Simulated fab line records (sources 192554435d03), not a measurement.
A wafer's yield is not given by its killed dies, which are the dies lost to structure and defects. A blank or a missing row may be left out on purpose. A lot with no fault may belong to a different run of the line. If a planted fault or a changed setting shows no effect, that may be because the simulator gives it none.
Which tool is to blame?	flow n5_finfet	Sampling: 10 lots, 30 wafers, 6 of 1938 route steps

## WHAT THE GAUGES SHOWED, per wafer
N5_BEOL_M4_THK_MEAS_01. Usual: M4_ILD_THK gives 79.1 nm (standard deviation 1).
lot	measured	on	M4_ILD_THK (nm)	flag
L322	day 8 15:49	film_metro-01	78.8 80.6 80.2	
L323	day 8 18:50	film_metro-01	80.7 78.7 80.8	
L325	day 9 21:17	film_metro-01	78.3 80.3 78.5	
L328	day 10 14:07	film_metro-02	86.1 79.6 87.0	OFF
L331	day 11 07:14	film_metro-02	86.0 79.1 81.9	OFF
L336	day 14 08:56	film_metro-01	78.1 78.8 81.5	
L339	day 14 09:17	film_metro-01	78.7 79.8 79.5	
L341	day 14 18:24	film_metro-01	77.3 78.2 78.1	
L344	day 14 21:51	film_metro-01	78.8 80.2 79.9	
L345	day 15 02:26	film_metro-02	79.0 79.6 80.3	

N5_BEOL_M4_RC_MEAS_101. Usual: DIBL_N 36.0 mV/V, standard deviation 1.7; DIBL_P 36.2 mV/V, standard deviation 1.9; IOFF_N 0.154 nA/um, standard deviation 0.028; IOFF_P 0.21 nA/um, standard deviation 0.036; ION_N 675 uA/um, standard deviation 11; ION_P 463 uA/um, standard deviation 8.3; SS_N 71.4 mV/dec, standard deviation 0.63; SS_P 73.2 mV/dec, standard deviation 0.55; VT_N 250.2 mV, standard deviation 3; VT_P -251 mV, standard deviation 3.7.
lot	measured	on	DIBL_N (mV/V)	DIBL_P (mV/V)	IOFF_N (nA/um)	IOFF_P (nA/um)	ION_N (uA/um)	ION_P (uA/um)	SS_N (mV/dec)	SS_P (mV/dec)	VT_N (mV)	VT_P (mV)	flag
L322	day 9 00:48	prober-02	37.5 34.2 36.4	37.4 33.4 35.8	0.178 0.133 0.157	0.29 0.23 0.26	673 672 666	469 475 468	71.7 70.0 71.2	73.6 73.3 73.5	248.0 251.1 253.0	-242 -245 -243	
L323	day 9 05:26	prober-01	35.0 38.3 39.0	33.2 38.5 38.7	0.116 0.186 0.196	0.17 0.26 0.26	670 688 700	455 474 477	71.2 72.9 72.4	73.0 73.9 73.9	252.2 245.6 245.2	-252 -247 -246	
L325	day 11 04:26	prober-02	32.7 35.9 36.7	32.2 34.8 36.0	0.103 0.140 0.152	0.16 0.19 0.20	668 672 678	463 457 458	70.7 70.7 70.6	72.2 73.0 73.6	255.7 251.5 250.0	-256 -255 -251	
L328	day 12 00:50	prober-02	34.7 35.7 35.7	35.6 36.4 36.5	0.134 0.155 0.146	0.18 0.20 0.19	666 679 674	460 461 465	71.4 71.4 71.2	72.7 72.8 72.5	252.2 248.9 249.6	-252 -251 -251	
L331	day 12 18:04	prober-02	35.3 37.6 35.9	34.8 36.5 35.5	0.139 0.168 0.142	0.19 0.21 0.19	680 674 670	463 459 453	71.2 72.3 71.2	73.5 73.3 73.5	248.6 250.2 251.0	-253 -250 -254	
L336	day 14 22:04	prober-01	34.4 36.4 36.0	35.3 36.9 36.5	0.136 0.170 0.150	0.18 0.21 0.20	673 685 678	459 470 466	71.2 71.1 71.1	72.1 73.6 72.4	250.9 245.4 247.7	-252 -248 -248	
L339	day 14 18:20	prober-01	34.8 32.6 35.5	35.1 32.5 35.8	0.140 0.105 0.151	0.18 0.15 0.20	665 658 662	452 454 457	71.5 70.6 70.9	73.5 73.3 73.1	250.6 256.1 249.8	-255 -255 -253	
L341	day 15 04:00	prober-01	35.2 33.8 36.6	32.4 32.5 35.7	0.128 0.107 0.150	0.17 0.17 0.22	662 669 673	459 462 466	70.8 70.2 71.1	72.1 72.8 72.9	256.1 258.0 251.3	-253 -255 -248	
L344	day 15 08:19	prober-01	36.7 37.2 36.0	35.6 37.2 34.8	0.158 0.174 0.164	0.24 0.26 0.23	666 677 686	465 471 477	71.5 71.2 71.5	73.4 73.7 73.0	252.7 247.7 248.4	-247 -243 -247	
L345	day 15 11:02	prober-02	36.1 35.9 37.9	36.9 34.8 39.6	0.145 0.148 0.192	0.21 0.19 0.25	660 662 697	455 456 471	71.4 71.4 72.3	73.0 72.7 73.9	253.2 252.0 247.7	-253 -252 -249	

## WHICH TOOL RAN EACH LOT (tool, then ch and the chambers of the sampled wafers, then the start)
lot	N5_BEOL_M3_ANNEAL_91	N5_BEOL_M3_SPUTTER_96	N5_BEOL_M3_DEP_57	N5_BEOL_M4_ILD_DEP_00
L322	pvd_sputter-03, day 8 14:03	pvd_sputter-03, day 8 14:38	pecvd-02 ch 0,1, day 8 15:37	pecvd-01 ch 0,1,2, day 8 15:44
L323	pvd_sputter-02, day 8 17:04	pvd_sputter-02, day 8 17:39	pecvd-02 ch 0,1, day 8 18:38	pecvd-01 ch 0,1, day 8 18:46
L325	pvd_sputter-02, day 9 19:30	pvd_sputter-02, day 9 20:05	pecvd-01 ch 0,1,2, day 9 21:05	pecvd-03 ch 0,1, day 9 21:13
L328	pvd_sputter-03, day 10 12:22	pvd_sputter-03, day 10 12:56	pecvd-04 ch 0,1, day 10 13:55	pecvd-01 ch 0,1, day 10 14:03
L331	pvd_sputter-02, day 11 05:28	pvd_sputter-02, day 11 06:02	pecvd-04 ch 0,1, day 11 07:02	pecvd-01 ch 0,1,2, day 11 07:10
L336	pvd_sputter-03, day 14 06:11	pvd_sputter-03, day 14 06:46	pecvd-02 ch 1,2, day 14 08:44	pecvd-01 ch 0,1,2, day 14 08:52
L339	pvd_sputter-01, day 14 07:24	pvd_sputter-01, day 14 07:59	pecvd-04 ch 0,1,2, day 14 09:05	pecvd-01 ch 0,1, day 14 09:13
L341	pvd_sputter-03, day 14 16:38	pvd_sputter-03, day 14 17:13	pecvd-04 ch 1,2, day 14 18:12	pecvd-01 ch 1,2, day 14 18:20
L344	pvd_sputter-01, day 14 20:02	pvd_sputter-01, day 14 20:37	pecvd-01 ch 1,2, day 14 21:39	pecvd-01 ch 0,1, day 14 21:47
L345	pvd_sputter-02, day 14 23:12	pvd_sputter-02, day 14 23:47	pecvd-01 ch 0,1,2, day 15 02:14	pecvd-02 ch 0,2, day 15 02:22
- N5_BEOL_M3_ANNEAL_91: time 240 s.
- N5_BEOL_M3_SPUTTER_96: material Cu, target thk 4.5 nm, time 8.29 s.
- N5_BEOL_M3_DEP_57: deposits SiCN from 3MS/NH3, target thk 8 nm, time 14 s.
- N5_BEOL_M4_ILD_DEP_00: deposits SiOC from DEMS/O2, target thk 79 nm, time 15.3 s.

## WHAT THE TOOLS THEMSELVES READ (means of the sampled wafers that have a number; where no wafer has one, the mark that the record gives instead)
N5_BEOL_M3_ANNEAL_91. Usual: heater_power_w reads 806 W (standard deviation 69).
lot	tool	heater_power_w (W)	flag
L322	pvd_sputter-03	819	
L323	pvd_sputter-02	805	
L325	pvd_sputter-02	801	
L328	pvd_sputter-03	754	
L331	pvd_sputter-02	785	
L336	pvd_sputter-03	851	
L339	pvd_sputter-01	822	
L341	pvd_sputter-03	843	
L344	pvd_sputter-01	828	
L345	pvd_sputter-02	813	

N5_BEOL_M3_SPUTTER_96. Usual: throttle_valve_pct reads 30.2 % (standard deviation 0.72).
lot	tool	throttle_valve_pct (%)	flag
L322	pvd_sputter-03	30.1	
L323	pvd_sputter-02	30.4	
L325	pvd_sputter-02	30.5	
L328	pvd_sputter-03	30.8	
L331	pvd_sputter-02	30.0	
L336	pvd_sputter-03	29.6	
L339	pvd_sputter-01	30.3	
L341	pvd_sputter-03	30.4	
L344	pvd_sputter-01	29.5	
L345	pvd_sputter-02	30.7	

N5_BEOL_M3_DEP_57. Usual: showerhead_plenum_p_Torr 3.668 Torr, standard deviation 0.016; throttle_valve_pct 9.2 %, standard deviation 0.58.
lot	tool	showerhead_plenum_p_Torr (Torr)	throttle_valve_pct (%)	flag
L322	pecvd-02	3.654	9.3	
L323	pecvd-02	3.669	9.5	
L325	pecvd-01	3.656	8.6	
L328	pecvd-04	3.669	10.0	
L331	pecvd-04	3.660	9.4	
L336	pecvd-02	3.685	9.4	
L339	pecvd-04	3.677	9.4	
L341	pecvd-04	3.680	9.5	
L344	pecvd-01	3.669	8.5	
L345	pecvd-01	3.660	8.7	

N5_BEOL_M4_ILD_DEP_00. Usual: heater_power_w 486 W, standard deviation 47; showerhead_plenum_p_Torr 5.693 Torr, standard deviation 0.013; throttle_valve_pct 11.7 %, standard deviation 0.57.
lot	tool	heater_power_w (W)	showerhead_plenum_p_Torr (Torr)	throttle_valve_pct (%)	flag
L322	pecvd-01	509	5.688	11.4	
L323	pecvd-01	509	5.691	11.3	
L325	pecvd-03	498	5.690	11.8	
L328	pecvd-01	488	5.688	11.4	
L331	pecvd-01	462	5.692	11.2	
L336	pecvd-01	510	5.686	11.5	
L339	pecvd-01	506	5.692	11.1	
L341	pecvd-01	476	5.688	11.5	
L344	pecvd-01	520	5.696	11.0	
L345	pecvd-02	477	5.680	11.8	

## THE ANSWER, worked out from the rows above alone
Rule: a lot counts as off when the mean over its wafers that have a number is more than 3 standard deviations away from the usual mean. A lot without any number at a reading at which 4 lots or more have one is off too. Where the step has rows for the other lots, those lots are counted as sound. The gauges are gone through in route order, then the tools' own readings, and for those a lot's mean is taken as printed above. The first step at which some lot is off is used, and at that step the reading that is off furthest; a lot without a number counts as furthest.
Off: L328, L331, seen at N5_BEOL_M4_THK_MEAS_01 (M4_ILD_THK).
A tool fits if, at a process step before that reading, it ran every lot that is off, and no sound lot after the first of them. Those tools and the gauges at N5_BEOL_M4_THK_MEAS_01 are tried in the same way. None of those tried fits.

## WHAT THE SIMULATOR PUT IN
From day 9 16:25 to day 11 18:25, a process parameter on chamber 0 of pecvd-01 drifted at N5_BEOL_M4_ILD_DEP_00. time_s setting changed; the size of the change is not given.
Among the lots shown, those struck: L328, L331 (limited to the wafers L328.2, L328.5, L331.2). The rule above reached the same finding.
